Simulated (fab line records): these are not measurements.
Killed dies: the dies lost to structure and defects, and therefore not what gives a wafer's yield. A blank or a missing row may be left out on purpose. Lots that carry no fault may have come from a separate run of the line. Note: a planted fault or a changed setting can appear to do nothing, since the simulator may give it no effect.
fab line records | flow n5_finfet
record: lots: 10 wafers: 27 last_day: 18
route steps=1938 shown SPACER0@261 SD_EPI_N@277 BEOL_M4@1111
lots that met no fault: taken from a fault-free run of the same line
start_h: hours from the record's opening day to when the first of the lot's shown wafers began | wait_h: hours since the lot's step before | " identical to the entry in the row above | L1.1+2: a single row standing in for several wafers | - no value, or no start was given | * or withheld: withheld | < > ~ a bound
route shown NAME@n: NAME is a module with steps in the file, n the number in the route of the first one | usual: the fault-free wafers' mean and standard deviation | same: alike in all rows | chamber/n: place in a boat | sites: each site's reading | _std_site: their standard deviation | _edge_site: mean of outer sites minus mean of inner sites | radius_mm: how far each site lies from the wafer's centre | mask NAME#n: copy n | behind: the last tool/chamber to shape the wafer | hold: why the lot went on hold/how many hours it stayed there/how the hold came to an end | device: names the non-switching transistor (n, p or np) | end of line: the same wafers' tests at the end of the route | a step with no rows: only its recipe | killed: dies that structure and defects cost at the first sort, which is not the same as the wafer's yield | map: a wafer's dies, marking killed ones x, the rest . and places with no die _
set.NAME: setting as actually run; set.NAME@STEP: the setting as run at that earlier step | model.NAME: the simulator's own value behind a step, which no gauge read
the route's steps for a sample of lots (tables are steps, rows are wafers)
services: from which hour (start_h, from the record's first day; less than 0 if before it) a tool's chamber was out of use, for how many hours, and why
== steps ==
step: N5_SPACER0_INSPECT_04
recipe: inspect_instrument: darkfield mode: post_dep
usual: raw_defect_count: 150/40
columns lot.wafer tool chamber start_h wait_h raw_defect_count
L308.2 defect_inspect-02 - 47.04 0.1 164
L308.3 " - " " 204
L308.6 " - " " 154
L309.2 defect_inspect-02 - 54.88 0.1 110
L309.4 " - " " 110
L309.5 " - " " 121
L311.3 defect_inspect-01 - 68.24 0.1 129
L311.5 " - " " 211
L311.6 " - " " 131
L316.3 defect_inspect-02 - 96.34 0.1 240
L317.2 defect_inspect-01 - 102.83 0.1 170
L317.6 " - " " 129
L318.1 defect_inspect-01 - 109.76 0.1 141
L318.4 " - " " 176
L318.5 " - " " 195
L325.1 defect_inspect-01 - 150.10 0.1 103
L325.2 " - " " 96
L325.4 " - " " 137
L326.1 defect_inspect-01 - 155.64 0.1 140
L326.2 " - " " 95
L326.3 " - " " 116
L329.2 defect_inspect-01 - 176.78 0.1 145
L329.3 " - " " 102
L329.6 " - " " 144
L331.3 defect_inspect-01 - 189.20 0.1 155
L331.5 " - " " 171
L331.6 " - " " 124
step: N5_SD_EPI_N_ETCHBACK_44
recipe: chemistry: CH3F/O2 mode: anisotropic_etchback target: SiNx target_depth_a: 145 stop_on: SiO2 over_etch_frac: 0.3 ion_energy_ev: 120 pressure_mtorr: 30 source_w: 395 bias_w: 73 Ar_flow_sccm: 150 CH3F_flow_sccm: 30 O2_flow_sccm: 20
usual: bias_w: 73.03/0.21 drypump_motor_current_A: 5.8/0.55 oes_product_au: 0.67/0.049 rf_vpp_V: 297/5.1 showerhead_plenum_p_Torr: 2.00/0.057 throttle_valve_pct: 16.43/0.26
columns lot.wafer tool chamber start_h wait_h bias_w drypump_motor_current_A oes_product_au rf_hours_counter_h rf_vpp_V showerhead_plenum_p_Torr throttle_valve_pct
L308.2 rie_diel-02 0 48.05 0.0 73.22 5.6 0.64 193 293 2.07 16.62
L308.3 " 1 " " 73.05 6.6 0.65 118 301 2.01 16.50
L308.6 " 3 " " 73.28 5.0 0.65 - 289 2.00 16.68
L309.2 rie_diel-04 2 55.86 0.0 72.95 6.1 0.81 5 290 1.95 15.90
L309.4 " 3 " " 72.85 5.3 0.67 127 299 1.93 16.50
L309.5 " 2 " " 73.06 6.1 0.82 - 292 1.95 15.89
L311.3 rie_diel-04 3 69.09 0.0 73.03 5.3 0.67 130 299 1.93 16.48
L311.5 " 0 " " 72.88 6.8 0.63 - 302 1.91 16.69
L311.6 " 3 " " 72.99 5.3 0.67 - 299 1.93 16.49
L316.3 rie_diel-02 0 97.24 0.0 73.27 5.6 0.63 212 293 2.06 16.63
L317.2 rie_diel-02 1 103.74 0.0 73.30 6.6 0.64 138 300 2.01 16.57
L317.6 " 2 " " 72.92 5.8 0.66 - 300 2.08 16.29
L318.1 rie_diel-04 2 110.67 0.0 72.78 6.2 0.76 25 292 1.94 15.94
L318.4 " 0 " " 72.83 6.8 0.62 180 300 1.91 16.71
L318.5 " 1 " " 73.00 6.0 0.63 - 301 1.98 16.65
L325.1 rie_diel-04 3 151.34 0.0 73.07 5.3 0.65 157 300 1.92 16.55
L325.2 " 2 " " 73.44 6.1 0.75 38 290 1.94 15.96
L325.4 " 1 " " 73.13 6.0 0.62 - 301 1.97 16.69
L326.1 rie_diel-04 2 156.42 0.0 72.89 6.1 0.75 39 291 1.94 15.96
L326.2 " 0 " " 73.09 6.8 0.62 192 299 1.91 16.74
L326.3 " 3 " " 73.37 5.3 0.64 158 298 1.92 16.51
L329.2 rie_diel-01 0 177.68 0.0 72.98 5.3 0.74 47 289 2.04 16.36
L329.3 " 3 " " 73.16 6.2 0.70 61 293 2.03 15.89
L329.6 " 3 " " 73.11 6.3 0.70 - 291 2.03 15.89
L331.3 rie_diel-01 1 190.21 0.0 73.27 5.4 0.70 75 296 2.05 16.31
L331.5 " 1 " " 72.86 5.4 0.69 - 296 2.05 16.31
L331.6 " 0 " " 72.72 5.3 0.73 - 288 2.04 16.36
step: N5_SD_EPI_N_STRIP_38
recipe: chemistry: N2/H2 power_w: 1000 temp_c: 250 h2_frac: 0.65 overash_fraction: 0.3 pressure_mtorr: withheld n2_flow_sccm: 1750 h2_flow_sccm: 3250
usual: drypump_motor_current_A: 5.7/0.55 heater_power_w: 352/41 oes_product_au: 0.761/0.011
columns lot.wafer tool chamber start_h wait_h drypump_motor_current_A heater_power_w oes_product_au rf_hours_counter_h
L308.2 plasma_asher-02 0 48.42 0.1 4.8 319 0.753 84
L308.3 " 0 " " 4.8 323 0.762 -
L308.6 " 1 " " 5.6 332 0.750 -
L309.2 plasma_asher-02 1 56.22 0.1 5.6 342 0.760 86
L309.4 " 0 " " 4.8 328 0.754 -
L309.5 " 0 " " 4.9 317 0.766 -
L311.3 plasma_asher-01 1 69.47 0.1 6.0 321 0.765 -
L311.5 " 1 " " 6.0 317 0.754 -
L311.6 " 0 " " 6.3 419 0.752 -
L316.3 plasma_asher-02 1 97.62 0.1 5.6 337 0.779 -
L317.2 plasma_asher-02 0 104.10 0.1 4.8 325 0.749 95
L317.6 " 0 " " 4.9 332 0.759 -
L318.1 plasma_asher-01 0 111.04 0.1 6.3 424 0.770 43
L318.4 " 0 " " 6.2 422 0.762 -
L318.5 " 0 " " 6.3 418 0.751 -
L325.1 plasma_asher-02 1 151.71 0.1 5.6 335 0.766 104
L325.2 " 0 " " 4.8 328 0.755 104
L325.4 " 0 " " 4.8 319 0.764 -
L326.1 plasma_asher-02 0 156.79 0.1 4.8 324 0.759 105
L326.2 " 1 " " 5.6 336 0.771 105
L326.3 " 0 " " 4.8 330 0.763 -
L329.2 plasma_asher-01 1 178.15 0.2 6.1 329 0.770 58
L329.3 " 0 " " 6.2 423 0.777 -
L329.6 " 0 " " 6.2 421 0.732 -
L331.3 plasma_asher-01 0 190.60 0.1 6.3 423 0.771 -
L331.5 " 1 " " 6.1 325 0.767 -
L331.6 " 0 " " 6.2 425 0.760 -
step: N5_SD_EPI_N_PRECLEAN_49
recipe: chemistry: NF3:NH3 afs_cycles: 1 temp_c: 30 time_s: 20 sublimation_temp_c: 180 sublimation_time_s: 60 pressure_torr: 3 rf_power_w: 30
usual: sublimation_temp_c: 180.00/0.15 temp_c: 29.99/0.11
columns lot.wafer tool chamber start_h wait_h sublimation_temp_c temp_c
L308.2 remote_plasma-01 0 51.22 0.1 179.93 29.83
L308.3 " 0 " " 179.99 29.71
L308.6 " 0 " " 180.11 29.89
L309.2 remote_plasma-02 0 59.07 0.1 179.94 29.96
L309.4 " 0 " " 179.99 29.87
L309.5 " 0 " " 180.32 29.77
L311.3 remote_plasma-01 1 72.46 0.1 179.88 29.91
L311.5 " 1 " " 179.81 29.84
L311.6 " 1 " " 179.89 29.93
L316.3 remote_plasma-01 1 100.38 0.1 179.69 29.48
L317.2 remote_plasma-01 1 106.85 0.1 180.04 29.43
L317.6 " 1 " " 180.12 29.40
L318.1 remote_plasma-01 1 113.75 0.0 179.97 29.50
L318.4 " 1 " " 179.98 29.48
L318.5 " 1 " " 180.01 29.49
L325.1 remote_plasma-02 1 154.44 0.0 179.87 29.84
L325.2 " 1 " " 179.71 29.95
L325.4 " 1 " " 179.74 30.04
L326.1 remote_plasma-02 1 159.50 0.0 180.05 30.14
L326.2 " 1 " " 179.72 30.18
L326.3 " 1 " " 179.93 29.75
L329.2 remote_plasma-01 0 180.90 0.1 180.18 30.11
L329.3 " 0 " " 180.12 30.10
L329.6 " 0 " " 180.22 30.04
L331.3 remote_plasma-01 1 193.37 0.1 180.08 29.89
L331.5 " 1 " " 180.03 30.02
L331.6 " 1 " " 179.92 29.92
step: N5_BEOL_M4_RC_MEAS_101
usual: DIBL_N: 36.4/1.7 DIBL_P: 36.4/2.1 IOFF_N: 0.16/0.035 IOFF_P: 0.21/0.035 ION_N: 680/11 ION_P: 465/6.8 SS_N: 71.5/0.58 SS_P: 73.2/0.72 VT_N: 249/3.6 VT_P: -250/3.1
columns lot.wafer tool chamber start_h wait_h DIBL_N[mV/V] DIBL_P[mV/V] IOFF_N[nA/um] IOFF_P[nA/um] ION_N[uA/um] ION_P[uA/um] SS_N[mV/dec] SS_P[mV/dec] VT_N[mV] VT_P[mV]
L309.2 prober-02 0 176.91 0.2 34.6 34.5 0.14 0.19 669 462 71.7 72.8 252 -248
L309.4 " 0 " " 34.0 33.7 0.13 0.17 667 460 71.6 72.1 253 -253
L309.5 " 0 " " 37.1 37.9 0.18 0.23 689 467 71.5 73.1 246 -247
L308.2 prober-02 0 180.10 0.2 38.5 37.3 0.18 0.21 693 464 71.5 73.9 246 -248
L308.3 " 0 " " 37.1 34.6 0.14 0.17 685 461 71.3 73.2 253 -254
L308.6 " 0 " " 36.7 34.6 0.14 0.15 668 447 71.4 73.4 253 -254
L311.3 prober-01 0 191.48 0.3 35.5 36.7 0.17 0.22 701 472 71.6 73.9 246 -246
L311.5 " 0 " " 36.5 37.4 0.20 0.23 691 463 71.4 73.5 246 -246
L311.6 " 0 " " 34.6 35.5 0.16 0.19 686 464 71.5 73.5 250 -251
L316.3 prober-02 0 215.20 0.9 34.2 34.4 0.13 0.18 689 466 70.7 72.2 251 -254
L317.2 prober-02 0 218.39 0.2 38.0 39.3 0.19 0.24 693 474 71.2 73.5 249 -249
L317.6 " 0 " " 40.3 42.2 0.24 0.30 701 475 72.4 74.3 244 -245
L318.1 prober-01 0 220.75 0.0 37.7 36.4 0.19 0.24 697 474 71.9 73.2 244 -246
L318.4 " 0 " " 35.5 33.3 0.13 0.18 655 457 71.9 72.4 252 -252
L318.5 " 0 " " 35.9 34.8 0.14 0.21 682 469 71.6 72.8 246 -246
L325.1 prober-02 0 273.42 0.0 37.1 38.1 0.16 0.22 680 461 71.9 73.2 250 -251
L325.2 " 0 " " 36.5 37.3 0.15 0.21 656 452 71.4 72.5 254 -250
L325.4 " 0 " " 34.3 35.6 0.13 0.19 668 465 71.2 72.7 255 -248
L326.1 prober-02 0 278.91 0.0 34.0 33.9 0.12 0.15 664 457 71.4 72.0 256 -253
L326.2 " 0 " " 37.2 36.5 0.16 0.19 674 458 71.8 72.7 250 -252
L326.3 " 0 " " 35.8 35.5 0.14 0.18 676 464 70.8 72.2 252 -255
L329.2 prober-02 0 293.39 0.2 39.5 40.4 0.24 0.28 686 463 73.2 74.5 243 -247
L329.3 " 0 " " 37.7 37.7 0.19 0.23 702 471 71.0 73.2 243 -249
L329.6 " 0 " " 41.5 42.8 0.31 0.32 717 480 72.9 75.0 239 -245
L331.3 prober-01 0 309.77 0.3 36.0 36.2 0.16 0.23 678 470 71.7 72.8 248 -249
L331.5 " 0 " " 34.6 33.8 0.12 0.19 665 464 71.1 72.1 252 -251
L331.6 " 0 " " 38.6 39.1 0.21 0.28 692 469 72.3 74.4 247 -247
== services ==
columns tool chamber start_h hours kind
plasma_asher-01 - 29.47 1.7 repair
rie_diel-02 2 33.11 2.0 repair
rie_diel-04 - 44.12 0.5 repair
rie_diel-04 3 59.49 4.5 repair
rie_diel-02 3 62.52 4.2 repair
plasma_asher-02 - 74.47 0.4 repair
remote_plasma-02 - 80.77 0.9 repair
rie_diel-04 0 143.65 8.5 repair
plasma_asher-02 - 176.14 4.9 repair
== key ==
first_sign: step: N5_SD_EPI_N_PRECLEAN_49 reading: temp_c direction: down sigmas: 4.7 usual: * struck: *
effect none on later readings
met_at N5_SD_EPI_N_PRECLEAN_49
struck_lots L316,L317,L318
not_acting_at N5_SPACER0_INSPECT_04,N5_SD_EPI_N_ETCHBACK_44,N5_SD_EPI_N_STRIP_38
onset_between 72.46 100.38
fault: kind: process_parameter_drift tool: remote_plasma-01 chamber: - onset_h: 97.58 steps: N5_SD_EPI_N_PRECLEAN_49 channel: temp_c offset: * shape: step end_h: 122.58 acts_in: * stated: *
